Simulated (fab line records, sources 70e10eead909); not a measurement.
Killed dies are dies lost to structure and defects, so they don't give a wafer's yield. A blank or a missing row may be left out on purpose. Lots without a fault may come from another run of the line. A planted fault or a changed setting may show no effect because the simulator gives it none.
Chamber matching | flow nand_harc | NHARC_A_STAIRCASE_ETCH_444 on rie_diel-06: 4 sister chambers
The step etches the open film in C4F8/O2, target depth 20400 nm, time 6800 s. 8 wafers are shown with their chamber, then 11 later ones without.

WAFERS WITH THEIR CHAMBER
wafer  | chamber | rf_vpp_V (V) | oes_product_au (a.u.)
L081.1 | 2       | 812          | 0.953
L081.3 | 0       | 801          | 0.970
L084.2 | 3       | 800          | 0.961
L084.5 | 2       | 812          | 0.931
L088.2 | 1       | 801          | 0.926
L088.4 | 0       | 801          | 0.934
L088.5 | 1       | 802          | 0.930
L093.2 | 3       | 801          | 0.927

WAFERS WITHOUT THEIR CHAMBER
wafer  | rf_vpp_V (V) | oes_product_au (a.u.)
L093.5 | 799          | 0.929
L093.6 | 798          | 0.922
L094.2 | 798          | 0.926
L094.4 | 811          | 0.928
L094.6 | 801          | 0.924
L095.2 | 800          | 0.927
L095.4 | 811          | 0.936
L095.6 | 800          | 0.933
L096.1 | 800          | 0.972
L096.2 | 799          | 0.968
L096.3 | 812          | 0.962

WHICH CHAMBER EACH WENT THROUGH
wafer  | from the rows above          | in truth
L093.5 | can't be placed: 3 or 0 or 1 | 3
L093.6 | can't be placed: 3 or 0 or 1 | 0
L094.2 | can't be placed: 3 or 0 or 1 | 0
L094.4 | 2                            | 2
L094.6 | can't be placed: 1 or 3 or 0 | 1
L095.2 | can't be placed: 3 or 0 or 1 | 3
L095.4 | 2                            | 2
L095.6 | can't be placed: 3 or 0 or 1 | 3
L096.1 | can't be placed: 3 or 0      | 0
L096.2 | can't be placed: 3 or 0      | 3
L096.3 | 2                            | 2
Placed correctly: 3 of 11. Can't be placed from these rows: 8 (the true chamber is among the candidates in 8). Placed wrongly: 0.
How it was worked out, from the rows above alone: a wafer's distance from a chamber is the root of the sum, over the readings, of the square of ((its reading less the chamber's mean) divided by the reading's scatter). The wafer belongs to the nearest chamber; if the next one is less than 2 further off, it can't be placed. A chamber's mean is the mean of its shown wafers. The scatter: the root of (the sum of the squares of (reading less its chamber's mean) over the shown wafers, divided by (wafers less chambers)).
